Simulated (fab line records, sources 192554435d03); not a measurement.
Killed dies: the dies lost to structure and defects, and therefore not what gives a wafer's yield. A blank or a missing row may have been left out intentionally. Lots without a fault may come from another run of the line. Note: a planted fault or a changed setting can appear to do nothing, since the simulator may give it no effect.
Matching of chambers -- flow n5Finfet -- N5_BEOL_M0_SAQP_HM_DEP_111 on pecvd-03: 3 sister chambers
The step deposits SiO2 from SiH4/N2O, target thk 12 nm, time 7.2 s. 14 wafers are shown with their chamber, then 7 later ones without.

## WAFERS WITH THEIR CHAMBER
wafer,chamber,showerheadPlenumPTorr (Torr),heaterPowerW (W)
L076.3,0,8.39,920
L076.4,1,8.25,838
L076.6,2,7.88,722
L080.1,0,8.37,904
L080.3,1,8.25,895
L080.6,0,8.40,906
L082.1,0,8.40,869
L082.2,1,8.25,859
L082.6,0,8.42,889
L084.3,0,8.40,848
L084.5,0,8.39,839
L084.6,2,7.90,761
L086.1,0,8.41,938
L086.3,1,8.22,891

SIGNATURES, as means of the wafers listed above
reading,chamber 0,chamber 1,chamber 2,scatter within a chamber
showerheadPlenumPTorr,8.3975,8.2425,7.8900,0.0148
heaterPowerW,889.12,870.75,741.50,32.2
Rule: for a wafer and a chamber, the distance is found by dividing, reading by reading, the gap between the wafer's reading and the chamber's mean by the reading's scatter, squaring, summing and taking the root. The wafer belongs to the nearest chamber; if the next one is less than 2 further off, it can't be placed. How the scatter is found: for the shown wafers, subtract from each reading the mean of its chamber, square and add these, divide the total by (wafers less chambers), then take the root.

## WAFERS MISSING THEIR CHAMBER
wafer,showerheadPlenumPTorr (Torr),heaterPowerW (W)
L086.5,8.24,897
L087.3,7.91,823
L087.4,7.90,838
L087.6,8.25,747
L091.1,7.89,764
L091.2,8.25,848
L091.3,8.39,831

## WHICH CHAMBER EACH WENT THROUGH
wafer,from the rows above,in truth
L086.5,1,1
L087.3,2,2
L087.4,2,2
L087.6,1,1
L091.1,2,2
L091.2,1,1
L091.3,0,0
Correct placement for 7 of the 7. Left unplaced by these rows: 0. Placed wrongly: 0.
